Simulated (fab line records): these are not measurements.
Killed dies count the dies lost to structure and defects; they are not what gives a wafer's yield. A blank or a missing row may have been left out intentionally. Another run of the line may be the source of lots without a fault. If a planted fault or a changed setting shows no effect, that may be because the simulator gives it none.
Chamber matching + flow n5-finfet + N5_MOL_CONTACT_COAG_CONTACT_ETCH_14 on rie-diel-01 has 4 sister chambers
The step etches SiO2 in C4F6/O2, target depth 27.5 nm, overetch 8.5 nm, time 20 s. 14 wafers are shown with their chamber, then 7 later ones without.

EACH WAFER AND ITS CHAMBER
| wafer  | chamber | showerhead-plenum-p-Torr (Torr) | drypump-motor-current-A (A) | throttle-valve-pct (%) |
|--------|---------|---------------------------------|-----------------------------|------------------------|
| L084.2 | 2       | 2.88                            | 5.6                         | 20.97                  |
| L084.5 | 3       | 3.05                            | 6.2                         | 20.92                  |
| L084.6 | 1       | 2.82                            | 5.9                         | 21.03                  |
| L085.3 | 3       | 3.05                            | 6.2                         | 20.94                  |
| L085.4 | 3       | 3.05                            | 6.1                         | 20.96                  |
| L085.6 | 1       | 2.82                            | 5.9                         | 21.05                  |
| L089.2 | 3       | 3.04                            | 6.2                         | 20.96                  |
| L089.3 | 2       | 2.87                            | 5.5                         | 20.98                  |
| L089.4 | 0       | 2.95                            | 6.2                         | 20.73                  |
| L094.1 | 1       | 2.81                            | 5.9                         | 21.06                  |
| L094.2 | 0       | 2.94                            | 6.2                         | 20.73                  |
| L094.3 | 2       | 2.87                            | 5.6                         | 21.02                  |
| L094.4 | 3       | 3.03                            | 6.2                         | 20.99                  |
| L094.5 | 2       | 2.87                            | 5.6                         | 21.01                  |

SIGNATURES, as means of the wafers listed above
| reading                  | chamber 0 | chamber 1 | chamber 2 | chamber 3 | scatter within a chamber |
|--------------------------|-----------|-----------|-----------|-----------|--------------------------|
| showerhead-plenum-p-Torr | 2.9450    | 2.8167    | 2.8725    | 3.0440    | 0.00715                  |
| drypump-motor-current-A  | 6.200     | 5.900     | 5.575     | 6.180     | 0.0394                   |
| throttle-valve-pct       | 20.7300   | 21.0467   | 20.9950   | 20.9540   | 0.0221                   |
Rule: a wafer's distance from a chamber is the root of the sum, over the readings, of the square of ((its reading less the chamber's mean) divided by the reading's scatter). If the next closest chamber is less than 2 further off than the closest, the wafer can't be placed; otherwise it belongs to the closest. The scatter: take each reading less its chamber's mean, square it, sum over the shown wafers, divide by the number of wafers less the number of chambers, and take the root.

WAFERS WHOSE CHAMBER IS MISSING
| wafer  | showerhead-plenum-p-Torr (Torr) | drypump-motor-current-A (A) | throttle-valve-pct (%) |
|--------|---------------------------------|-----------------------------|------------------------|
| L094.6 | 3.03                            | 6.2                         | 20.98                  |
| L095.2 | 2.87                            | 5.6                         | 21.00                  |
| L095.4 | 3.03                            | 6.2                         | 20.99                  |
| L095.6 | 2.81                            | 5.9                         | 21.05                  |
| L097.1 | 3.03                            | 6.2                         | 20.98                  |
| L097.3 | 2.81                            | 5.9                         | 21.06                  |
| L097.5 | 2.80                            | 5.9                         | 21.07                  |

CHAMBER TAKEN BY EACH
| wafer  | from the rows above | in truth |
|--------|---------------------|----------|
| L094.6 | 3                   | 3        |
| L095.2 | 2                   | 2        |
| L095.4 | 3                   | 3        |
| L095.6 | 1                   | 1        |
| L097.1 | 3                   | 3        |
| L097.3 | 1                   | 1        |
| L097.5 | 1                   | 1        |
Placed correctly: 7 of 7. Number that these rows cannot place: 0. Number placed wrongly: 0.
